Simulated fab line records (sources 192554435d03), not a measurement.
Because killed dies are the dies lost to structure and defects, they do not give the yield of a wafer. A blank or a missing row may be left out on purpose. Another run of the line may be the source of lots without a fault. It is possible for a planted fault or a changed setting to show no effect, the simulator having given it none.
Matching of chambers :: flow n5Finfet :: N5_BEOL_M8_ETCH_65 on rieDiel-05: 4 sister chambers
The step etches SiARC in CF4, target depth 15.6 nm, time 26 s. 16 wafers are shown with their chamber, then 8 later ones without.

WAFERS WITH THEIR CHAMBER
wafer: L074.4
chamber: 2
drypumpMotorCurrentA (A): 5.1
showerheadPlenumPTorr (Torr): 2.28
throttleValvePct (%): 15.24

wafer: L074.5
chamber: 1
drypumpMotorCurrentA (A): 5.6
showerheadPlenumPTorr (Torr): 2.03
throttleValvePct (%): 15.62

wafer: L074.6
chamber: 2
drypumpMotorCurrentA (A): 5.1
showerheadPlenumPTorr (Torr): 2.28
throttleValvePct (%): 15.24

wafer: L077.2
chamber: 1
drypumpMotorCurrentA (A): 5.6
showerheadPlenumPTorr (Torr): 2.03
throttleValvePct (%): 15.64

wafer: L077.3
chamber: 0
drypumpMotorCurrentA (A): 6.6
showerheadPlenumPTorr (Torr): 2.25
throttleValvePct (%): 15.74

wafer: L077.6
chamber: 2
drypumpMotorCurrentA (A): 5.1
showerheadPlenumPTorr (Torr): 2.28
throttleValvePct (%): 15.28

wafer: L080.1
chamber: 0
drypumpMotorCurrentA (A): 6.6
showerheadPlenumPTorr (Torr): 2.25
throttleValvePct (%): 15.76

wafer: L080.4
chamber: 2
drypumpMotorCurrentA (A): 5.1
showerheadPlenumPTorr (Torr): 2.28
throttleValvePct (%): 15.29

wafer: L080.5
chamber: 0
drypumpMotorCurrentA (A): 6.7
showerheadPlenumPTorr (Torr): 2.25
throttleValvePct (%): 15.74

wafer: L084.1
chamber: 0
drypumpMotorCurrentA (A): 6.6
showerheadPlenumPTorr (Torr): 2.24
throttleValvePct (%): 15.76

wafer: L084.3
chamber: 2
drypumpMotorCurrentA (A): 5.1
showerheadPlenumPTorr (Torr): 2.27
throttleValvePct (%): 15.30

wafer: L084.6
chamber: 0
drypumpMotorCurrentA (A): 6.6
showerheadPlenumPTorr (Torr): 2.24
throttleValvePct (%): 15.75

wafer: L089.3
chamber: 0
drypumpMotorCurrentA (A): 6.6
showerheadPlenumPTorr (Torr): 2.24
throttleValvePct (%): 15.79

wafer: L089.4
chamber: 1
drypumpMotorCurrentA (A): 5.6
showerheadPlenumPTorr (Torr): 2.02
throttleValvePct (%): 15.68

wafer: L089.6
chamber: 0
drypumpMotorCurrentA (A): 6.6
showerheadPlenumPTorr (Torr): 2.24
throttleValvePct (%): 15.79

wafer: L090.2
chamber: 3
drypumpMotorCurrentA (A): 5.7
showerheadPlenumPTorr (Torr): 2.10
throttleValvePct (%): 15.23

SIGNATURES (means of the wafers above)
reading: drypumpMotorCurrentA
chamber 0: 6.614
chamber 1: 5.600
chamber 2: 5.100
chamber 3: 5.700
scatter within a chamber: 0.0267

reading: showerheadPlenumPTorr
chamber 0: 2.2443
chamber 1: 2.0267
chamber 2: 2.2780
chamber 3: 2.1000
scatter within a chamber: 0.00515

reading: throttleValvePct
chamber 0: 15.7614
chamber 1: 15.6467
chamber 2: 15.2700
chamber 3: 15.2300
scatter within a chamber: 0.0254
Rule: distance of a wafer from a chamber = root of the sum over the readings of ((wafer's reading minus chamber's mean) / reading's scatter) squared. If the next closest chamber is less than 2 further off than the closest, the wafer can't be placed; otherwise it belongs to the closest. The scatter: the root of (the sum of the squares of (reading less its chamber's mean) over the shown wafers, divided by (wafers less chambers)).

WAFERS WHOSE CHAMBER IS MISSING
wafer: L090.4
drypumpMotorCurrentA (A): 6.6
showerheadPlenumPTorr (Torr): 2.24
throttleValvePct (%): 15.79

wafer: L090.6
drypumpMotorCurrentA (A): 5.7
showerheadPlenumPTorr (Torr): 2.10
throttleValvePct (%): 15.23

wafer: L091.1
drypumpMotorCurrentA (A): 5.7
showerheadPlenumPTorr (Torr): 2.10
throttleValvePct (%): 15.23

wafer: L091.3
drypumpMotorCurrentA (A): 5.7
showerheadPlenumPTorr (Torr): 2.10
throttleValvePct (%): 15.24

wafer: L091.6
drypumpMotorCurrentA (A): 5.7
showerheadPlenumPTorr (Torr): 2.10
throttleValvePct (%): 15.25

wafer: L096.1
drypumpMotorCurrentA (A): 6.6
showerheadPlenumPTorr (Torr): 2.23
throttleValvePct (%): 15.83

wafer: L096.2
drypumpMotorCurrentA (A): 5.1
showerheadPlenumPTorr (Torr): 2.27
throttleValvePct (%): 15.35

wafer: L096.3
drypumpMotorCurrentA (A): 5.6
showerheadPlenumPTorr (Torr): 2.27
throttleValvePct (%): 15.24

WHICH CHAMBER EACH WENT THROUGH
wafer: L090.4
from the rows above: 0
in truth: 0

wafer: L090.6
from the rows above: 3
in truth: 3

wafer: L091.1
from the rows above: 3
in truth: 3

wafer: L091.3
from the rows above: 3
in truth: 3

wafer: L091.6
from the rows above: 3
in truth: 3

wafer: L096.1
from the rows above: 0
in truth: 0

wafer: L096.2
from the rows above: 2
in truth: 2

wafer: L096.3
from the rows above: 2
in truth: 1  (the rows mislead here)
Placed correctly: 7 of 8. From these rows, 0 cannot be placed. Wrongly placed: 1.
